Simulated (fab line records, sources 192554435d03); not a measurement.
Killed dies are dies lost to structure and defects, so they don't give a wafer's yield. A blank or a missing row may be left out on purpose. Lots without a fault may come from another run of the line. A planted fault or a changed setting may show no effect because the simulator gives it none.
Which tool did it? | flow n5_finfet | 12 lots, 33 wafers sampled, at 4 steps of a route of 1938

WHAT THE GAUGES READ, wafer by wafer
N5_FIN_SAQP_OCD_MEAS_76.
lot  | measured    | on     | trench_depth_nm (nm)
L369 | day 2 04:28 | ocd-02 | 121.2 122.6 119.6
L373 | day 3 02:50 | ocd-02 | 121.2 122.8 120.1
L376 | day 3 20:11 | ocd-01 | 125.4 116.8
L381 | day 5 04:38 | ocd-01 | 117.1 121.7 121.3
L382 | day 5 08:51 | ocd-02 | 117.0 124.8 119.1
L383 | day 5 14:01 | ocd-02 | 121.7 120.5 121.3
L384 | day 5 21:05 | ocd-01 | 119.2 121.9
L385 | day 6 01:44 | ocd-01 | 121.6 123.1 120.3
L388 | day 6 20:06 | ocd-01 | 117.9 126.4
L390 | day 7 07:45 | ocd-01 | 120.9 120.5 119.4
L391 | day 7 16:19 | ocd-02 | 119.6 120.4 123.9
L392 | day 7 20:29 | ocd-02 | 120.3 116.9 119.1

N5_STI_FIN_REVEAL_THK_MEAS_05.
lot  | measured    | on            | thk_nm (nm)
L369 | day 2 11:25 | film_metro-02 | 131.5 130.2 131.0
L373 | day 3 10:21 | film_metro-01 | 132.4 132.5 131.8
L376 | day 4 03:25 | film_metro-01 | 131.1 129.4
L381 | day 5 11:36 | film_metro-02 | 132.2 128.0 131.6
L382 | day 5 16:17 | film_metro-01 | 132.4 131.7 130.7
L383 | day 5 21:23 | film_metro-02 | 131.7 131.1 132.3
L384 | day 6 04:00 | film_metro-01 | 133.1 134.3
L385 | day 6 08:55 | film_metro-02 | 131.6 131.6 132.1
L388 | day 7 03:41 | film_metro-02 | 132.7 132.2
L390 | day 7 14:50 | film_metro-02 | 133.0 134.3 132.4
L391 | day 7 23:18 | film_metro-01 | 132.5 133.3 132.8
L392 | day 8 03:17 | film_metro-01 | 132.5 131.8 130.8

WHICH TOOL RAN EACH LOT (tool, then ch and the chambers of the sampled wafers, then the start)
lot  | N5_FIN_SAQP_SPACER2_ETCHBACK_29   | N5_STI_FIN_REVEAL_CMP_04
L369 | rie_diel-01 ch 0,1, day 2 03:43   | cmp-01 ch 0,2, day 2 11:07
L373 | rie_diel-04 ch 0,1,3, day 3 02:04 | cmp-01 ch 0,2,3, day 3 10:03
L376 | rie_diel-01 ch 0,2, day 3 19:25   | cmp-02 ch 0,3, day 4 03:07
L381 | rie_diel-01 ch 0,3, day 5 03:52   | cmp-02 ch 0,1, day 5 11:18
L382 | rie_diel-01 ch 0,2,3, day 5 08:06 | cmp-04 ch 0,1,2, day 5 16:00
L383 | rie_diel-01 ch 0,3, day 5 13:16   | cmp-04 ch 0,3, day 5 21:05
L384 | rie_diel-01 ch 3, day 5 20:07     | cmp-04 ch 2,3, day 6 03:42
L385 | rie_diel-01 ch 0,2, day 6 00:59   | cmp-01 ch 0,2, day 6 08:39
L388 | rie_diel-04 ch 0,2, day 6 19:20   | cmp-04 ch 1,2, day 7 03:30
L390 | rie_diel-04 ch 0,1,3, day 7 07:00 | cmp-04 ch 0,2,3, day 7 14:35
L391 | rie_diel-05 ch 1,2,3, day 7 15:34 | cmp-01 ch 0,2,3, day 7 23:01
L392 | rie_diel-05 ch 0,1,2, day 7 19:31 | cmp-02 ch 0,1,3, day 8 03:01
- N5_FIN_SAQP_SPACER2_ETCHBACK_29: etches SiO2 in CHF3/O2, target depth 12.2 nm, time 6.1 s.
- N5_STI_FIN_REVEAL_CMP_04: polishes, stops on Si3N4, t overpolish 4 s, target thk 131.83 nm.

WHAT THE TOOLS THEMSELVES READ (means of the sampled wafers that have a number; where no wafer has one, the mark that the record gives instead)
N5_FIN_SAQP_SPACER2_ETCHBACK_29.
lot  | tool        | drypump_motor_current_A (A) | oes_product_au (a.u.) | rf_vpp_V (V) | showerhead_plenum_p_Torr (Torr) | throttle_valve_pct (%)
L369 | rie_diel-01 | 5.9                         | 0.83                  | 543          | 2.55                            | 18.84
L373 | rie_diel-04 | 5.8                         | 0.80                  | 524          | 2.36                            | 18.78
L376 | rie_diel-01 | 5.7                         | 0.73                  | 516          | 2.46                            | 19.09
L381 | rie_diel-01 | 5.9                         | 0.73                  | 521          | 2.44                            | 19.04
L382 | rie_diel-01 | 5.4                         | 0.74                  | 521          | 2.41                            | 19.06
L383 | rie_diel-01 | 5.8                         | 0.73                  | 521          | 2.44                            | 19.06
L384 | rie_diel-01 | 5.0                         | 0.79                  | 531          | 2.32                            | 18.93
L385 | rie_diel-01 | 5.5                         | 0.71                  | 516          | 2.44                            | 19.14
L388 | rie_diel-04 | 5.7                         | 0.86                  | 536          | 2.45                            | 18.77
L390 | rie_diel-04 | 5.8                         | 0.77                  | 525          | 2.35                            | 18.84
L391 | rie_diel-05 | 5.7                         | 0.72                  | 524          | 2.40                            | 19.04
L392 | rie_diel-05 | 5.5                         | 0.75                  | 526          | 2.40                            | 18.98

N5_STI_FIN_REVEAL_CMP_04.
lot  | tool   | motor_current_A (A) | overpolish_run_s (s) | pad_life_wafers | time_to_endpoint_s (s)
L369 | cmp-01 | 9.0                 | 4.011                | 1795            | 99
L373 | cmp-01 | 8.2                 | 4.001                | 1970            | 103
L376 | cmp-02 | 9.1                 | 4.001                | 726             | 79
L381 | cmp-02 | 8.8                 | 4.009                | 1004            | 89
L382 | cmp-04 | 8.1                 | 3.998                | 1976            | 119
L383 | cmp-04 | 8.5                 | 3.997                | 2016            | 121
L384 | cmp-04 | 8.0                 | 4.008                | 2064            | 124
L385 | cmp-01 | 8.6                 | 4.001                | 314             | 106
L388 | cmp-04 | 8.1                 | 4.005                | 177             | 102
L390 | cmp-04 | 8.0                 | 4.005                | 290             | 108
L391 | cmp-01 | 8.3                 | 4.002                | 469             | 108
L392 | cmp-02 | 8.6                 | 4.000                | 1454            | 110

THE ANSWER, worked out from the rows above alone
Rule: what is usual is taken from the lots themselves. Put in order of their means at a reading, lots are off if they are a third of the lots or fewer, leave a main group of 4 or more, and stand apart from it by a gap of 3 or more times the standard deviation of the main group's means; of several such gaps the widest counts. A main group whose means are all the same, to the digits that the tables above print for the reading, isn't used. A lot without any number at a reading at which 4 lots or more have one is off too. The other lots that the step has rows for count as sound. The gauges are gone through in route order, then the tools' own readings, and for those a lot's mean is taken as printed above. The first step at which some lot is off is used, and at that step the reading that is off furthest; a lot without a number counts as furthest.
No lot is off at any reading shown: from this, nothing can be told.

WHAT THE SIMULATOR HAD PUT IN
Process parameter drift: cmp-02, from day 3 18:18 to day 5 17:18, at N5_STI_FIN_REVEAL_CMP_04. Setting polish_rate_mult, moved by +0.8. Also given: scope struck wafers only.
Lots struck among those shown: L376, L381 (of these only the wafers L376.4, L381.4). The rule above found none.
